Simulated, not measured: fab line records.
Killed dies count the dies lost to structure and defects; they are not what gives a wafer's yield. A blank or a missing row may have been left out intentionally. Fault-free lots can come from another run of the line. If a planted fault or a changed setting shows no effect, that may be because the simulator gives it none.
Matching of chambers || flow nand-harc || NHARC_THIN_TSV_ETCHBACK_48 on rie-diel-01: 4 sister chambers
The step etches the open film in C4F8/Ar, target depth 1028.5 nm, time 405.17 s. 14 wafers are shown with their chamber, then 7 later ones without.

## WAFERS WITH THEIR CHAMBER
{"wafer": "L905.1", "chamber": 1, "rf-vpp-V (V)": 547.9, "oes-product-au (a.u.)": 0.930}
{"wafer": "L905.3", "chamber": 0, "rf-vpp-V (V)": 547.3, "oes-product-au (a.u.)": 0.927}
{"wafer": "L905.5", "chamber": 2, "rf-vpp-V (V)": 547.7, "oes-product-au (a.u.)": 0.941}
{"wafer": "L913.3", "chamber": 1, "rf-vpp-V (V)": 549.4, "oes-product-au (a.u.)": 0.922}
{"wafer": "L913.4", "chamber": 0, "rf-vpp-V (V)": 548.3, "oes-product-au (a.u.)": 0.944}
{"wafer": "L913.5", "chamber": 3, "rf-vpp-V (V)": 542.4, "oes-product-au (a.u.)": 0.923}
{"wafer": "L916.1", "chamber": 2, "rf-vpp-V (V)": 549.8, "oes-product-au (a.u.)": 0.939}
{"wafer": "L916.3", "chamber": 3, "rf-vpp-V (V)": 542.3, "oes-product-au (a.u.)": 0.921}
{"wafer": "L916.6", "chamber": 2, "rf-vpp-V (V)": 547.5, "oes-product-au (a.u.)": 0.930}
{"wafer": "L919.2", "chamber": 2, "rf-vpp-V (V)": 548.9, "oes-product-au (a.u.)": 0.932}
{"wafer": "L919.3", "chamber": 0, "rf-vpp-V (V)": 548.3, "oes-product-au (a.u.)": 0.925}
{"wafer": "L919.4", "chamber": 3, "rf-vpp-V (V)": 541.7, "oes-product-au (a.u.)": 0.920}
{"wafer": "L922.1", "chamber": 0, "rf-vpp-V (V)": 547.7, "oes-product-au (a.u.)": 0.948}
{"wafer": "L922.2", "chamber": 2, "rf-vpp-V (V)": 548.4, "oes-product-au (a.u.)": 0.929}

SIGNATURES, as means of the wafers listed above
{"reading": "rf-vpp-V", "chamber 0": 547.900, "chamber 1": 548.650, "chamber 2": 548.460, "chamber 3": 542.133, "scatter within a chamber": 0.75}
{"reading": "oes-product-au", "chamber 0": 0.93600, "chamber 1": 0.92600, "chamber 2": 0.93420, "chamber 3": 0.92133, "scatter within a chamber": 0.00752}
Rule: for each reading, subtract the chamber's mean from the wafer's reading, divide by that reading's scatter and square the result; add these up over the readings and take the root, which gives the wafer's distance from the chamber. The wafer belongs to the nearest chamber; if the next one is less than 2 further off, it can't be placed. How the scatter is found: for the shown wafers, subtract from each reading the mean of its chamber, square and add these, divide the total by (wafers less chambers), then take the root.

## WAFERS WHOSE CHAMBER IS MISSING
{"wafer": "L922.3", "rf-vpp-V (V)": 547.0, "oes-product-au (a.u.)": 0.925}
{"wafer": "L924.1", "rf-vpp-V (V)": 547.4, "oes-product-au (a.u.)": 0.920}
{"wafer": "L924.2", "rf-vpp-V (V)": 542.5, "oes-product-au (a.u.)": 0.929}
{"wafer": "L924.4", "rf-vpp-V (V)": 546.9, "oes-product-au (a.u.)": 0.923}
{"wafer": "L925.2", "rf-vpp-V (V)": 548.0, "oes-product-au (a.u.)": 1.017}
{"wafer": "L925.3", "rf-vpp-V (V)": 548.1, "oes-product-au (a.u.)": 0.997}
{"wafer": "L925.5", "rf-vpp-V (V)": 545.8, "oes-product-au (a.u.)": 1.008}

## EACH ONE'S CHAMBER
{"wafer": "L922.3", "from the rows above": "can't be placed: 0 or 1 or 2", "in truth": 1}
{"wafer": "L924.1", "from the rows above": "can't be placed: 1 or 0 or 2", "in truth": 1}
{"wafer": "L924.2", "from the rows above": 3, "in truth": 3}
{"wafer": "L924.4", "from the rows above": "can't be placed: 0 or 1 or 2", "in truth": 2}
{"wafer": "L925.2", "from the rows above": "can't be placed: 0 or 2 or 1", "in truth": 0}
{"wafer": "L925.3", "from the rows above": "can't be placed: 0 or 2 or 1", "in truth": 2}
{"wafer": "L925.5", "from the rows above": "can't be placed: 0 or 2 or 1", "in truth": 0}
Correctly placed: 1 of 7. From these rows, 6 cannot be placed; in 6 the true chamber is one of the candidates. 0 placed wrongly.
